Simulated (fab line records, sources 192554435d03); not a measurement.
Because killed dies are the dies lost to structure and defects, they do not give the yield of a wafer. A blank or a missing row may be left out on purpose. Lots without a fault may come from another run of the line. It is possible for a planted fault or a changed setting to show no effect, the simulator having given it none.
The tool behind it: which one?    flow n5-finfet    at 1 step of a route of 1938, 12 lots with 36 wafers sampled

WHAT THE GAUGES READ, wafer by wafer
N5_MOL_CONTACT_COAG_CD_MEAS_99: the cd target is 17.2 nm.
lot   measured      on         cd-nm (nm)
L075  day 4 22:31   cd-sem-01  17.8 17.4 17.5
L077  day 5 13:35   cd-sem-03  17.1 16.7 17.4
L079  day 6 06:13   cd-sem-03  17.1 18.1 17.7
L081  day 6 12:56   cd-sem-03  17.4 17.8 17.1
L083  day 7 00:44   cd-sem-03  17.3 16.9 16.9
L085  day 7 10:50   cd-sem-02  17.0 17.2 17.3
L087  day 7 22:29   cd-sem-01  17.3 16.7 16.9
L089  day 8 13:25   cd-sem-02  17.8 17.7 17.8
L091  day 9 01:47   cd-sem-03  17.6 17.8 17.6
L092  day 9 15:45   cd-sem-01  17.5 17.0 17.1
L095  day 10 00:31  cd-sem-02  17.4 17.0 17.8
L097  day 10 10:46  cd-sem-02  17.4 17.1 17.2

WHICH TOOL RAN EACH LOT (tool, then ch and the chambers of the sampled wafers, then the start)
The record holds no process step before these readings.

THE ANSWER, worked out from the rows above alone
Rule: the usual values come from the lots themselves. Put in order of their means at a reading, lots are off if they are a third of the lots or fewer, leave a main group of 4 or more, and stand apart from it by a gap of 3 or more times the standard deviation of the main group's means; of several such gaps the widest counts. If all means in a main group match to the digits the tables above print for the reading, that group is not used. A lot without any number at a reading at which 4 lots or more have one is off too. All remaining lots with rows at the step are treated as sound.
Nothing can be told from this: no lot is off at any reading shown.

WHAT HAD BEEN PUT IN BY THE SIMULATOR
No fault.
